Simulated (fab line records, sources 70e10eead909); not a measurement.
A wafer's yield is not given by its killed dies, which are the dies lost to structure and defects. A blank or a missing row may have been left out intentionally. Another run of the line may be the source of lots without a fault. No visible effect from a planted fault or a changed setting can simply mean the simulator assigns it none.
A struck lot beside a sound one :: flow nandHarc :: 15 steps out of a route of 1159
Sound: these wafers, L342.2, L342.3, L342.5. The struck wafers were L355.2, L355.3, L355.4. The cause is named last.
For every step that has rows: the tool of each side, followed by ch and its chambers, followed by its first start. Under that, the readings that differ: sound wafers :: struck wafers :: difference of the means :: sigmas: that difference in standard deviations of wafers without a fault.
alike: same words and numbers on both sides, and readings whose means sit less than 2 such deviations apart. not compared: any withheld reading, any reading some wafer has no value for, any bound like >300 that may hide the same value, and any number with overlapping values for which the record gives no deviation.
The two part at a step that has a row with sigmas, a row that says differs or no value, or rows on one side only. Numbers that don't overlap but have no deviation are shown without sigmas and don't part them. Lack of a reading on every wafer of one side parts them only where that side has two or more wafers.

first, 1 step without rows for these wafers: NHARC_P_STI_HARDBAKE_13 (time 65 s).
NHARC_P_STI_DESCUM_14: chemistry O2, time 3 s.
  sound on rieDiel-10 ch 0,1, day 3 06:41; struck on rieDiel-10 ch 0,1,2, day 6 14:11
  alike: drypumpMotorCurrentA, mfcArSccm, oesProductAu, rfVppV, showerheadPlenumPTorr, throttleValvePct
  not compared: rfHoursCounterH
NHARC_P_STI_ETCH_42: etches the open film in N2/H2, target depth 80 nm, overetch 24 nm, time 61 s.
  sound on rieDiel-10 ch 0,1, day 3 06:47; struck on rieDiel-10 ch 0,1,3, day 6 14:16
  alike: drypumpMotorCurrentA, mfcArSccm, oesProductAu, rfVppV, showerheadPlenumPTorr, throttleValvePct
  not compared: rfHoursCounterH
NHARC_P_STI_ETCH_31: etches the open film in CF4/CHF3, target depth 108.9 nm, time 54.5 s.
  sound on rieDiel-10 ch 0,1,2; struck on rieDiel-10 ch 0,2,3
  alike: drypumpMotorCurrentA, mfcArSccm, oesProductAu, rfVppV, showerheadPlenumPTorr, throttleValvePct
  not compared: rfHoursCounterH
NHARC_P_STI_ETCH_15: etches the open film in HBr/Cl2, target depth 300 nm, time 100.1 s.
  sound on rieSi-05 ch 0,1,2, day 3 06:58; struck on rieSi-02 ch 0,2,3, day 6 14:28
  alike: drypumpMotorCurrentA, oesProductAu, throttleValvePct
  not compared: rfHoursCounterH
NHARC_P_STI_CD_MEAS_16:
  sound on cdSem-01, day 3 07:08; struck on cdSem-02, day 6 14:37
  alike: cdNm
NHARC_P_STI_OCD_MEAS_17:
  sound on ocd-02, day 3 07:13; struck on ocd-01, day 6 14:43
  alike: trenchDepthNm, trenchFootCdNm
then, 3 steps without rows for these wafers: NHARC_P_STI_STRIP_19 (strips in SPM, time 900 s); NHARC_P_STI_PRECLEAN_32 (cleans in SC1); NHARC_P_STI_SRD_23.
NHARC_P_STI_OCD_MEAS_43:
  sound on ocd-02, day 3 07:44; struck on ocd-01, day 6 15:14
  alike: trenchDepthNm, trenchFootCdNm
then, 1 step without rows for these wafers: NHARC_P_STI_OXIDE_33 (material SiO2, target thk 10 nm, ox time 281 s).
NHARC_P_STI_HDPCVD_20: deposits SiO2.
  sound on hdpcvd-01 ch 0,1, day 3 17:09; struck on hdpcvd-01 ch 0,1, day 7 00:56
then, 1 step without rows for these wafers: NHARC_P_STI_ANNEAL_34 (time 1800 s).
-- record jumps: 16 days between struck wafers' starts before vs after; left off in module P_STI, resumes in module END, first step shown is number 1159 of the route --
NHARC_END_SORT_01:
  the record has rows for the struck wafers here (prober-02 ch 0, day 23 05:55) and none for the sound ones

== WHERE THEY PART ==
Only at NHARC_END_SORT_01, as far as this record shows.

WHY: what the simulator had put in
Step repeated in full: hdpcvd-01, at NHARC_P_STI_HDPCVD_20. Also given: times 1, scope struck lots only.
